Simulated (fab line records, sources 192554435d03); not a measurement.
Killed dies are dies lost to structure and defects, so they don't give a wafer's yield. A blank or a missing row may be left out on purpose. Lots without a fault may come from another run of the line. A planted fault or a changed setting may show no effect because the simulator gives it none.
fab line records | flow n5_finfet | part 1 of 2: steps 1 to 4 of 6
record lots=22 wafers=66 last_day=17
route steps=1938 shown STI_FIN_REVEAL@183 DUMMY_GATE@244 SD_EPI_N@274
lots that met no fault: from a run of the same line without faults
start_h: hours from the record's first day to the start of the lot's first wafer shown | wait_h: hours since the lot's step before | " the same as in the row above | L1.1+2: a row that stands for several wafers | - no value, or no start given | * or withheld: withheld | < > ~ a bound
route shown NAME@n: a module of which the file shows steps, and the number in the route of the first | usual: mean/standard deviation of fault-free wafers | same: alike in all rows | chamber/n: place in a boat | sites: the reading at each site | _std_site: their standard deviation | _edge_site: outer sites' mean less inner sites' | radius_mm: how far each site lies from the wafer's centre | mask NAME#n: copy n | behind: the tool/chamber that last shaped the wafer | hold: why the lot was held/for how many hours/how that ended | device: the transistor (n, p or np) that didn't switch | end of line: the same wafers' tests at the end of the route | a step without rows: its recipe alone | killed: dies lost to structure and defects at the first sort, not the wafer's yield | map: a wafer's dies, x killed, . not, _ none there
set.NAME: the setting as run; set.NAME@STEP: as run at that earlier step | model.NAME: the simulator's own value behind a step, which no gauge read
steps of the route over a sample of lots; a table a step, a row a wafer
services: from which hour (start_h, from the record's first day; less than 0 if before it) a tool's chamber was out of use, for how many hours, and why
## steps
# step N5_STI_FIN_REVEAL_ALD_00
# recipe material=SiO2 target_thk_a=10 temp_c=300 ald_precursor_family=BDEAS ald_co_reactant=O2-plasma pulse_time_s=1 pressure_torr=2
# usual heater_power_w=459/46 precursor_pulse_height_rel=0.998/0.02
# columns lot.wafer tool chamber start_h wait_h heater_power_w precursor_pulse_height_rel
L074.1 ald_sin-01 0 30.47 0.0 411 0.980
L074.2 " 2 " " 404 1.010
L074.4 " 1 " " 459 1.003
L075.1 ald_sin-03 3 37.06 1.1 409 0.996
L075.3 " 0 " " 470 1.022
L075.4 " 2 " " 544 1.006
L076.2 ald_sin-01 0 39.81 0.0 427 0.987
L076.3 " 1 " " 457 1.034
L076.5 " 2 " " 405 1.024
L077.2 ald_sin-04 2 48.25 1.6 484 0.954
L077.5 " 3 " " 459 0.961
L077.6 " 2 " " 488 1.025
L078.1 ald_sin-01 1 52.63 0.0 468 0.989
L078.5 " 0 " " 404 0.992
L078.6 " 1 " " 477 1.023
L080.3 ald_sin-01 1 65.36 0.0 481 0.989
L080.4 " 0 " " 420 1.023
L080.5 " 2 " " 402 1.008
L081.1 ald_sin-01 1 71.33 0.0 468 1.008
L081.5 " 3 " " 417 0.975
L081.6 " 0 " " 429 0.996
L082.3 ald_sin-01 3 75.93 0.0 436 0.987
L082.4 " 2 " " 412 1.018
L082.6 " 0 " " 409 0.986
L083.2 ald_sin-01 3 82.99 0.0 431 1.021
L083.4 " 0 " " 422 0.963
L083.5 " 3 " " 425 0.992
L084.2 ald_sin-03 0 90.31 1.6 468 0.998
L084.5 " 3 " " 419 1.022
L084.6 " 2 " " 533 1.004
L085.2 ald_sin-04 1 96.06 1.1 488 1.035
L085.3 " 0 " " 550 1.035
L085.4 " 2 " " 482 1.032
L086.1 ald_sin-03 1 103.64 1.8 518 0.985
L086.3 " 3 " " 416 0.991
L086.4 " 0 " " 473 1.023
L087.4 ald_sin-03 0 107.76 0.0 468 0.983
L087.5 " 0 " " 473 1.004
L087.6 " 3 " " 410 1.004
L088.3 ald_sin-04 2 114.59 0.0 499 0.990
L088.5 " 0 " " 530 1.030
L088.6 " 3 " " 476 0.978
L089.1 ald_sin-01 3 118.43 0.0 430 0.954
L089.3 " 1 " " 475 0.986
L089.4 " 0 " " 422 1.005
L090.1 ald_sin-03 0 125.85 0.4 472 1.009
L090.4 " 3 " " 424 0.982
L090.6 " 2 " " 538 1.010
L092.4 ald_sin-03 1 137.47 0.5 521 1.008
L092.5 " 3 " " 420 0.972
L092.6 " 0 " " 472 0.954
L093.3 ald_sin-01 2 143.04 0.0 403 0.953
L093.4 " 1 " " 463 1.000
L093.5 " 0 " " 432 0.984
L094.1 ald_sin-04 3 149.31 0.0 484 1.024
L094.4 " 0 " " 557 0.999
L094.6 " 1 " " 470 0.973
L095.1 ald_sin-04 3 154.70 0.3 468 0.998
L095.3 " 2 " " 487 1.010
L095.4 " 0 " " 548 0.985
L096.1 ald_sin-01 0 162.31 2.3 429 1.001
L096.3 " 2 " " 405 1.012
L096.5 " 2 " " 413 0.980
L097.3 ald_sin-01 0 167.05 0.6 432 0.957
L097.4 " 2 " " 411 1.022
L097.6 " 3 " " 434 1.015
# step N5_STI_FIN_REVEAL_CMP_04
# recipe stop_on=Si3N4 t_overpolish_s=4 down_force_psi=2 platen_rpm=54.18 post_cmp_clean=alkaline_brush pad_velocity_m_s=1.078 target_thk_nm=131.83
# usual edge_zone_pressure_frac=1.000/0.005 motor_current_A=8.2/0.58 overpolish_run_s=4.000/0.0089 time_to_endpoint_s=104/4.5
# columns lot.wafer tool chamber start_h wait_h edge_zone_pressure_frac motor_current_A overpolish_run_s time_to_endpoint_s
L074.4 cmp-01 3 35.56 0.0 0.996 7.7 4.004 101
L074.1 " 0 " " 1.002 7.8 3.986 107
L074.2 " 1 " " 0.993 8.4 4.007 105
L075.1 cmp-01 2 42.75 0.0 1.005 8.9 3.992 105
L075.4 " 3 " " 0.995 7.6 3.997 101
L075.3 " 0 " " 1.002 7.6 3.991 99
L076.3 cmp-02 3 44.94 0.1 0.992 7.9 4.009 93
L076.2 " 0 " " 0.997 8.4 3.988 100
L076.5 " 2 " " 1.001 8.4 3.990 103
L077.2 cmp-03 2 53.98 0.1 1.001 8.5 3.998 114
L077.5 " 1 " " 1.005 8.0 3.993 108
L077.6 " 2 " " 1.003 8.4 3.985 111
L078.1 cmp-03 3 57.81 0.1 1.000 9.0 4.001 105
L078.6 " 1 " " 1.000 7.8 3.989 107
L078.5 " 2 " " 1.003 8.3 3.997 109
L080.3 cmp-03 3 70.45 0.0 0.989 8.6 4.002 105
L080.4 " 1 " " 0.998 8.5 4.002 104
L080.5 " 0 " " 0.995 7.6 4.006 106
L081.1 cmp-02 2 76.64 0.3 0.994 8.2 3.994 101
L081.6 " 3 " " 0.990 7.9 4.000 98
L081.5 " 0 " " 0.996 8.9 4.005 105
L082.4 cmp-01 3 81.07 0.1 0.998 7.6 3.992 99
L082.3 " 0 " " 0.992 7.1 3.994 102
L082.6 " 3 " " 0.998 7.6 3.998 100
L083.2 cmp-02 3 88.71 0.1 1.001 8.6 4.010 93
L083.4 " 0 " " 1.002 8.4 4.009 100
L083.5 " 3 " " 0.992 8.0 4.018 96
L084.2 cmp-01 2 96.73 0.1 1.002 9.0 4.004 110
L084.6 " 1 " " 1.008 8.5 3.995 106
L084.5 " 2 " " 0.992 9.1 4.004 111
L085.4 cmp-01 3 101.15 0.0 1.010 7.8 4.004 103
L085.2 " 0 " " 0.995 7.5 4.014 108
L085.3 " 2 " " 0.984 9.0 3.996 111
L086.3 cmp-02 1 108.73 0.0 0.994 7.7 3.989 100
L086.1 " 2 " " 0.999 8.9 3.985 98
L086.4 " 3 " " 1.004 8.7 3.996 95
L087.4 cmp-03 3 113.62 0.0 1.003 8.7 3.974 103
L087.5 " 3 " " 1.002 9.1 4.013 104
L087.6 " 0 " " 1.003 8.0 4.012 97
L088.3 cmp-03 1 119.68 0.0 0.988 8.3 4.004 102
L088.6 " 1 " " 0.997 8.2 4.004 102
L088.5 " 2 " " 1.002 8.5 4.002 104
L089.3 cmp-02 1 123.53 0.0 0.991 7.8 3.992 103
L089.1 " 2 " " 0.996 8.5 4.003 101
L089.4 " 3 " " 0.997 7.8 4.015 95
L090.1 cmp-03 0 130.93 0.0 1.002 7.2 3.992 98
L090.4 " 3 " " 1.002 8.9 4.012 101
L090.6 " 1 " " 1.003 7.8 3.986 97
L092.4 cmp-02 1 142.63 0.1 0.997 8.1 3.990 103
L092.6 " 0 " " 0.999 8.6 4.005 101
L092.5 " 1 " " 0.993 7.7 3.994 101
L093.3 cmp-01 0 148.17 0.1 1.005 7.4 4.002 107
L093.4 " 1 " " 1.002 8.3 4.004 105
L093.5 " 3 " " 1.008 7.3 4.005 103
L094.4 cmp-01 3 154.45 0.1 1.011 7.5 3.994 107
L094.1 " 0 " " 1.001 7.3 3.998 109
L094.6 " 2 " " 1.005 9.7 4.007 113
L095.4 cmp-02 3 159.83 0.1 0.998 8.2 4.000 98
L095.1 " 0 " " 1.000 8.6 4.011 102
L095.3 " 1 " " 0.999 7.7 4.017 104
L096.3 cmp-01 0 167.46 0.1 1.000 7.1 4.011 105
L096.1 " 1 " " 1.001 8.4 4.011 105
L096.5 " 0 " " 1.000 7.5 4.015 101
L097.4 cmp-01 0 172.21 0.1 0.996 7.7 4.004 100
L097.3 " 1 " " 1.000 8.4 3.981 105
L097.6 " 3 " " 0.998 8.1 4.009 101
# step N5_STI_FIN_REVEAL_RECESS_09
# recipe chemistry=HF/NH3 target=SiO2 afs_cycles=11 target_depth_a=425 temp_c=30 sublimation_temp_c=180 sublimation_time_s=60
# usual drypump_motor_current_A=5.6/0.74
# columns lot.wafer tool chamber start_h wait_h drypump_motor_current_A
L074.1 vapor_etch-02 1 36.35 0.0 6.0
L074.2 " 0 " " 5.1
L074.4 " 0 " " 5.1
L075.1 vapor_etch-01 1 43.53 0.0 6.5
L075.3 " 1 " " 6.6
L075.4 " 0 " " 4.8
L076.2 vapor_etch-02 0 45.79 0.0 5.1
L076.3 " 0 " " 5.1
L076.5 " 0 " " 5.1
L077.2 vapor_etch-01 0 54.75 0.0 4.8
L077.5 " 0 55.81 1.1 4.8
L077.6 " 1 " " 6.5
L078.1 vapor_etch-01 0 58.75 0.0 4.8
L078.5 " 1 59.81 1.1 6.5
L078.6 " 0 " " 4.8
L080.3 vapor_etch-01 0 72.04 0.7 4.8
L080.4 " 1 " " 6.5
L080.5 " 0 " " 4.8
L081.1 vapor_etch-02 1 77.58 0.0 6.0
L081.5 " 1 78.64 1.1 6.0
L081.6 " 0 " " 5.1
L082.3 vapor_etch-01 0 82.45 0.6 4.8
L082.4 " 1 " " 6.5
L082.6 " 1 " " 6.5
L083.2 vapor_etch-02 1 89.87 0.0 6.0
L083.4 " 1 " " 6.0
L083.5 " 0 " " 5.1
L084.2 vapor_etch-01 0 97.48 0.0 4.8
L084.5 " 0 98.54 1.1 4.8
L084.6 " 1 " " 6.5
L085.2 vapor_etch-02 0 102.04 0.1 5.1
L085.3 " 1 " " 6.0
L085.4 " 0 " " 5.1
L086.1 vapor_etch-02 1 109.51 0.0 6.0
L086.3 " 0 " " 5.1
L086.4 " 1 " " 6.0
L087.4 vapor_etch-01 1 115.01 0.6 6.5
L087.5 " 0 " " 4.8
L087.6 " 1 " " 6.5
L088.3 vapor_etch-01 0 121.02 0.6 4.8
L088.5 " 0 " " 4.8
L088.6 " 1 " " 6.6
L089.1 vapor_etch-01 0 124.32 0.0 4.8
L089.3 " 1 " " 6.5
L089.4 " 0 " " 4.8
L090.1 vapor_etch-02 0 131.74 0.0 5.2
L090.4 " 0 " " 5.2
L090.6 " 1 " " 6.0
L092.4 vapor_etch-01 0 143.96 0.6 4.8
L092.5 " 1 " " 6.5
L092.6 " 0 " " 4.8
L093.3 vapor_etch-01 1 149.87 0.6 6.5
L093.4 " 0 " " 4.8
L093.5 " 0 " " 4.8
L094.1 vapor_etch-01 1 155.20 0.0 6.5
L094.4 " 1 " " 6.5
L094.6 " 1 " " 6.6
L095.1 vapor_etch-02 0 160.60 0.0 5.1
L095.3 " 1 " " 6.0
L095.4 " 0 " " 5.1
L096.1 vapor_etch-01 1 168.21 0.0 6.5
L096.3 " 1 " " 6.6
L096.5 " 0 " " 4.8
L097.3 vapor_etch-01 0 173.45 0.6 4.8
L097.4 " 1 " " 6.5
L097.6 " 0 " " 4.8
# step N5_DUMMY_GATE_STRIP_41
# recipe chemistry=O2 power_w=400 temp_c=40 pressure_mtorr=30 rf_frequency_hz=6e+07 bias_power_w=0 overash_fraction=0.3 o2_flow_sccm=225
# usual chamber_pressure_mTorr=30.001/0.026 drypump_motor_current_A=5.6/0.5 oes_product_au=0.78/0.064 rf_vpp_V=3.7/0.47 showerhead_plenum_p_Torr=2.13/0.082 throttle_valve_pct=16.71/0.2
# columns lot.wafer tool chamber start_h wait_h chamber_pressure_mTorr drypump_motor_current_A oes_product_au rf_hours_counter_h rf_vpp_V showerhead_plenum_p_Torr throttle_valve_pct
L074.1 rie_diel-02 0 49.32 0.0 30.002 5.3 0.78 128 3.9 2.09 16.76
L074.2 " 1 " " 30.018 4.9 0.73 163 3.6 2.00 16.32
L074.4 " 3 " " 30.054 5.6 0.94 12 2.9 2.22 16.41
L075.1 rie_diel-02 0 56.89 0.0 30.026 5.3 0.77 131 3.5 2.09 16.76
L075.3 " 1 " " 30.019 4.9 0.72 166 2.8 2.00 16.31
L075.4 " 3 " " 29.961 5.6 0.92 15 3.1 2.22 16.44
L076.2 rie_diel-01 3 62.47 0.0 30.004 5.2 0.80 119 3.6 2.10 16.80
L076.3 " 0 " " 29.988 6.1 0.75 150 3.2 2.19 16.76
L076.5 " 1 " " 30.029 5.8 0.93 - 3.8 2.24 16.79
L077.2 rie_diel-03 3 66.82 0.0 29.999 5.8 0.82 74 3.2 2.21 16.64
L077.5 " 2 " " 30.008 6.4 0.78 - 3.3 2.18 16.39
L077.6 " 1 " " 30.035 5.2 0.76 - 4.6 2.11 16.85
L078.1 rie_diel-03 0 71.21 0.0 30.013 5.3 0.76 145 2.7 2.10 16.88
L078.5 " 3 " " 30.013 5.8 0.81 - 3.3 2.21 16.65
L078.6 " 0 " " 30.000 5.3 0.76 - 4.2 2.10 16.89
L080.3 rie_diel-03 0 83.84 0.0 30.019 5.3 0.76 148 3.5 2.09 16.89
L080.4 " 2 " " 29.988 6.4 0.77 129 3.8 2.18 16.42
L080.5 " 1 " " 30.029 5.2 0.77 - 3.0 2.11 16.87
L081.1 rie_diel-03 1 89.46 0.0 30.006 5.2 0.76 127 4.5 2.11 16.87
L081.5 " 0 " " 29.980 5.3 0.75 - 4.1 2.09 16.90
L081.6 " 3 " " 29.969 5.9 0.80 - 4.4 2.21 16.66
L082.3 rie_diel-03 2 93.81 0.0 30.029 6.4 0.76 131 4.5 2.18 16.40
L082.4 " 1 " " 29.994 5.2 0.76 128 3.6 2.11 16.87
L082.6 " 2 " " 30.001 6.5 0.77 - 4.3 2.18 16.40
L083.2 rie_diel-02 0 101.89 0.0 29.985 5.3 0.76 144 3.6 2.09 16.80
L083.4 " 1 " " 29.958 4.9 0.72 - 3.7 2.00 16.34
L083.5 " 0 " " 30.031 5.3 0.76 - 4.3 2.09 16.81
L084.2 rie_diel-03 3 110.07 0.0 30.006 5.8 0.79 87 3.8 2.20 16.66
L084.5 " 3 " " 30.014 5.9 0.79 - 3.3 2.20 16.66
L084.6 " 2 " " 30.000 6.4 0.76 - 4.1 2.18 16.42
L085.2 rie_diel-01 1 114.75 0.0 29.999 5.8 0.89 23 4.0 2.24 16.80
L085.3 " 0 " " 29.951 6.2 0.73 169 3.7 2.18 16.79
L085.4 " 1 " " 30.000 5.8 0.90 - 3.0 2.24 16.81
L086.1 rie_diel-03 2 125.14 0.0 29.965 6.4 0.77 142 3.6 2.17 16.43
L086.3 " 0 " " 29.937 5.3 0.75 162 4.0 2.09 16.92
L086.4 " 3 " " 30.002 5.8 0.80 92 3.9 2.20 16.68
L087.4 rie_diel-02 0 126.45 0.0 29.963 5.3 0.75 153 3.0 2.08 16.83
L087.5 " 0 " " 30.031 5.3 0.76 - 3.8 2.08 16.80
L087.6 " 3 " " 29.984 5.6 0.88 - 3.6 2.21 16.46
L088.3 rie_diel-02 0 133.51 0.0 30.002 5.3 0.75 155 3.8 2.08 16.82
L088.5 " 0 " " 29.995 5.3 0.75 - 3.8 2.08 16.81
L088.6 " 3 " " 29.932 5.6 0.88 - 2.7 2.21 16.47
L089.1 rie_diel-01 3 136.73 0.0 30.017 5.2 0.78 144 4.3 2.09 16.87
L089.3 " 1 " " 29.988 5.8 0.88 30 3.1 2.24 16.82
L089.4 " 0 " " 30.029 6.1 0.72 176 3.6 2.18 16.80
L090.1 rie_diel-02 3 143.74 0.0 30.006 5.6 0.88 44 3.4 2.21 16.47
L090.4 " 1 " " 30.025 4.9 0.71 194 3.8 1.99 16.37
L090.6 " 2 " " 30.001 6.1 0.80 - 3.9 1.94 16.96
L092.4 rie_diel-01 0 155.53 0.0 29.972 6.2 0.70 181 2.6 2.18 16.82
L092.5 " 1 " " 29.999 5.8 0.87 - 2.9 2.23 16.83
L092.6 " 0 " " 30.009 6.2 0.72 - 3.6 2.18 16.81
L093.3 rie_diel-01 2 161.43 0.0 30.020 4.8 0.95 12 3.8 2.23 16.49
L093.4 " 1 " " 30.035 5.8 0.88 38 3.2 2.23 16.83
L093.5 " 0 " " 30.001 6.2 0.72 - 3.8 2.18 16.81
L094.1 rie_diel-03 3 167.17 0.0 30.015 5.8 0.78 105 3.8 2.20 16.70
L094.4 " 2 " " 30.008 6.5 0.75 152 2.9 2.17 16.43
L094.6 " 1 " " 29.995 5.2 0.75 - 3.7 2.10 16.91
L095.1 rie_diel-03 2 172.60 0.0 29.976 6.4 0.75 153 3.6 2.17 16.45
L095.3 " 1 " " 29.973 5.2 0.74 151 3.9 2.10 16.88
L095.4 " 0 " " 29.990 5.3 0.73 177 3.2 2.09 16.95
L096.1 rie_diel-03 2 180.38 0.0 30.029 6.4 0.74 155 3.2 2.17 16.46
L096.3 " 3 " " 30.029 5.8 0.78 108 3.5 2.19 16.72
L096.5 " 3 " " 29.974 5.9 0.77 - 4.0 2.19 16.71
L097.3 rie_diel-01 2 185.35 0.0 29.979 4.8 0.94 18 3.8 2.22 16.51
L097.4 " 2 " " 30.025 4.8 0.93 - 3.7 2.22 16.52
L097.6 " 0 " " 30.015 6.2 0.71 - 3.2 2.18 16.81
